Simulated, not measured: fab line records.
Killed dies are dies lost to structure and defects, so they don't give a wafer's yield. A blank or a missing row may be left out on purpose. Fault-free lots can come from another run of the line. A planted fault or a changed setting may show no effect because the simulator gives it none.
A lot that was struck, set against a sound lot	flow n5-finfet	36 out of 1938 route steps
Sound: the wafers L131.2, L131.4, L131.6. The struck wafers were L139.1, L139.3, L139.5. At the end, the cause is stated.
For every step that has rows: the tool of each side, followed by ch and its chambers, followed by its first start. Under that, the readings that differ: sound wafers	struck wafers	difference of the means	sigmas: that difference in standard deviations of wafers without a fault.
alike: words and numbers the same on both sides, and readings whose means are apart by under 2 such deviations; not compared: readings that were withheld, readings missing a value for some wafer, numbers with overlapping values and no deviation given by the record, and bounds like >300 which may hide the same value.
Wherever a step has rows on one side only, a row that says differs or no value, or a row with sigmas, the two part there. Non-overlapping numbers with no deviation appear without sigmas and do not part them. A reading missing from all wafers of one side parts the sides only when that side holds two or more wafers.

first, 9 steps without rows for these wafers: N5_WELL_APT_HMDS_01 (time 60 s); N5_WELL_APT_COAT_02 (resist thk 950 nm); N5_WELL_APT_EBR_04; N5_WELL_APT_SOFTBAKE_03 (time 60 s); N5_WELL_APT_EXPOSE_05 (exposes mask NWELL, defocus 0 nm, target cd 200 nm); N5_WELL_APT_PEB_06 (peb time 90 s); N5_WELL_APT_DEVELOP_07 (develop time 45 s); N5_WELL_APT_HARDBAKE_12 (time 120 s); N5_WELL_APT_DESCUM_13 (chemistry O2, time 7.9 s).
N5_WELL_APT_IMPLANT_14:
  sound on implanter-01 ch 0, day 2 20:31; struck on implanter-01 ch 0, day 4 20:06
reading	sound	struck	difference	sigmas
dose-ions-cm2	1.4995e+13 1.5025e+13 1.5005e+13	1.3047e+13 1.3055e+13 1.3042e+13	-1.9603e+12	-99 or more
faraday-current-uA	188 192 189	163 168 163	-25	-6
then, 25 steps without rows for these wafers: N5_WELL_APT_IMPLANT_15; N5_WELL_APT_STRIP_16 (strips in SPM, time 900 s); N5_WELL_APT_HMDS_18 (time 60 s); N5_WELL_APT_COAT_19 (resist thk 950 nm); N5_WELL_APT_EBR_21; N5_WELL_APT_SOFTBAKE_20 (time 60 s); N5_WELL_APT_EXPOSE_22 (exposes mask PWELL, defocus 0 nm, target cd 200 nm); N5_WELL_APT_PEB_23 (peb time 90 s); N5_WELL_APT_DEVELOP_24 (develop time 45 s); N5_WELL_APT_HARDBAKE_29 (time 120 s); N5_WELL_APT_DESCUM_30 (chemistry O2, time 7.9 s); N5_WELL_APT_IMPLANT_31; N5_WELL_APT_IMPLANT_32; N5_WELL_APT_STRIP_33 (strips in SPM, time 900 s); N5_WELL_APT_RTA_34 (time 10 s); N5_WELL_APT_OXIDE_STRIP_42 (strips SiO2 in dHF, time 45 s, target depth 12 nm); N5_WELL_APT_PRECLEAN_36 (cleans in O3/DIW, time 45 s); N5_WELL_APT_PRECLEAN_39 (cleans in dHF, time 60 s); N5_WELL_APT_SRD_37 (time 30 s); N5_WELL_APT_EPI_41 (deposits Si from SiH4/H2, target thk 50 nm, time 297.7 s); N5_PMOS_HMC_CHANNEL_EPI_HM_DEP_34 (deposits SiO2 from TEOS/O2, target thk 36 nm, time 6.9 s); N5_PMOS_HMC_CHANNEL_EPI_COAT_31 (time 60 s, resist thk 66 nm); N5_PMOS_HMC_CHANNEL_EPI_COAT_03 (resist thk 205 nm); N5_PMOS_HMC_CHANNEL_EPI_EBR_05; N5_PMOS_HMC_CHANNEL_EPI_SOFTBAKE_04 (time 60 s).
-- here the record skips 7 days between the struck wafers' starts before and after, leaving off in module PMOS_HMC_CHANNEL_EPI and picking up in module BEOL_M4 (first step shown: number 1111 of the route) --
N5_BEOL_M4_RC_MEAS_101:
  sound on prober-01 ch 0, day 9 14:41; struck on prober-01 ch 0, day 11 10:19
reading	sound	struck	difference	sigmas
RS_NWELL (ohm/sq)	1041 1046 1034	1105 1117 1114	+72	+11
  alike: DIBL_N, DIBL_P, IOFF_N, IOFF_P, ION_N, ION_P, SS_N, SS_P, VT_N, VT_P

WHERE THEY PART
Earliest at N5_WELL_APT_IMPLANT_14; latest, in this record, at N5_BEOL_M4_RC_MEAS_101.

WHY: the cause the simulator had injected
Process parameters drifting: implanter-01 at N5_WELL_APT_IMPLANT_14, beginning at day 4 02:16. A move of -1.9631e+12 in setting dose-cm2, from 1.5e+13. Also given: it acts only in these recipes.
